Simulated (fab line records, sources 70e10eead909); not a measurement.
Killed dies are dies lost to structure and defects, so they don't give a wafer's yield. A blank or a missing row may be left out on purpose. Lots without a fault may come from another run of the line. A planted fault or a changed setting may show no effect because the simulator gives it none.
A struck lot beside a sound one | flow nand_harc | 15 steps out of a route of 1302
Sound: wafers L714.1, L714.4, L714.5. Struck: wafers L716.1, L716.3, L716.4. The cause comes at the end.
At each step with rows: each side's tool, then ch and its chambers, then its first start. Under that, the readings that differ: sound wafers | struck wafers | difference of the means | sigmas: that difference in standard deviations of wafers without a fault.
alike: readings whose means differ by less than 2 such deviations, and words and numbers that are the same on both sides. not compared: withheld readings, readings that some wafer has no value for, bounds like >300 that may hide the same value, and numbers for which the record gives no deviation and whose values overlap.
The two part at a step that has a row with sigmas, a row that says differs or no value, or rows on one side only. Numbers that don't overlap but have no deviation are shown without sigmas and don't part them. A reading that every wafer of one side lacks parts them only if that side has two wafers or more.

NHARC_A_CHANNEL_HOLE_D1_ETCH_44: etches the open film in CF4/O2, target depth 140 nm, overetch 14 nm, time 77 s.
  sound on rie_diel-06 ch 0,3, day 12 11:08; struck on rie_diel-12 ch 1,2,3, day 13 06:11
  alike: bias_w, cf4_flow_sccm, drypump_motor_current_A, oes_o_777_au, oes_product_au, rf_vpp_V, showerhead_plenum_p_Torr, throttle_valve_pct
  not compared: rf_hours_counter_h
NHARC_A_CHANNEL_HOLE_D1_STRIP_27: strips in O2.
  sound on rie_diel-06 ch 1,2,3; struck on rie_diel-12 ch 0,1,2
  alike: drypump_motor_current_A, oes_product_au, rf_vpp_V, showerhead_plenum_p_Torr, throttle_valve_pct
  not compared: rf_hours_counter_h
then, 2 steps without rows for these wafers: NHARC_A_CHANNEL_HOLE_D1_PRECLEAN_28 (cleans in SC1); NHARC_A_CHANNEL_HOLE_D1_SRD_29.
NHARC_A_CHANNEL_HOLE_D1_CD_MEAS_30:
  sound on cd_sem-01, day 12 11:56; struck on cd_sem-03, day 13 06:58
  alike: cd_nm
NHARC_A_CHANNEL_HOLE_D1_XSEM_31:
  sound on xsem-02 ch 0, day 12 12:01; struck on xsem-02 ch 0, day 13 07:04
  alike: bot_cd_nm, bow_nm, tilt_deg
NHARC_A_CHANNEL_HOLE_D1_INSPECT_40:
  sound on defect_inspect-01, day 12 12:07; struck on defect_inspect-02, day 13 07:10
  alike: raw_defect_count
then, 3 steps without rows for these wafers: NHARC_A_CHANNEL_FILL_D1_PRECLEAN_00 (cleans in SC1); NHARC_A_CHANNEL_FILL_D1_SRD_01; NHARC_A_CHANNEL_FILL_D1_ALD_02 (deposits SiO2, target thk 6 nm, pulse time 10 s, ald cycles 60).
NHARC_A_CHANNEL_FILL_D1_ALD_03: deposits SiNx, target thk 6 nm, pulse time 60 s, ald cycles 58.
  sound on ald_sin_batch-03 ch 0; struck on ald_sin_batch-01 ch 0
  reading              | sound | struck               | difference                   | sigmas
  susceptor_temp_C (C) | - - - | 630.01 630.68 630.13 | no value on the sound wafers |
  alike: precursor_pulse_height_rel
then, 1 step without rows for these wafers: NHARC_A_CHANNEL_FILL_D1_ALD_14 (deposits SiO2, target thk 2.5 nm, pulse time 10 s, ald cycles 25).
NHARC_A_CHANNEL_FILL_D1_ALD_15: deposits SiNx, target thk 2 nm, pulse time 60 s, ald cycles 19.
  sound on ald_sin_batch-03 ch 0, day 12 23:49; struck on ald_sin_batch-01 ch 0, day 13 18:38
  reading              | sound | struck               | difference                   | sigmas
  susceptor_temp_C (C) | - - - | 657.65 657.40 657.72 | no value on the sound wafers |
  alike: precursor_pulse_height_rel
NHARC_A_CHANNEL_FILL_D1_ALD_16: deposits SiO2, target thk 1.5 nm, pulse time 10 s, ald cycles 15.
  sound on ald_hk-01 ch 0,1,3, day 13 01:52; struck on ald_hk-01 ch 0,1,2, day 13 22:23
  alike: heater_power_w, precursor_pulse_height_rel, susceptor_temp_C
-- the record jumps here: 15 days lie between the struck wafers' starts before and after (it left off in module A_CHANNEL_FILL_D1 and takes up again in module END, whose first step shown is number 1302 of the route) --
NHARC_END_SORT_01:
  the record has rows for the struck wafers here (prober-01 ch 0, day 28 20:34) and none for the sound ones

WHERE THEY PART
First at NHARC_A_CHANNEL_FILL_D1_ALD_03; last, within this record, at NHARC_END_SORT_01.

WHY: what the simulator had put in
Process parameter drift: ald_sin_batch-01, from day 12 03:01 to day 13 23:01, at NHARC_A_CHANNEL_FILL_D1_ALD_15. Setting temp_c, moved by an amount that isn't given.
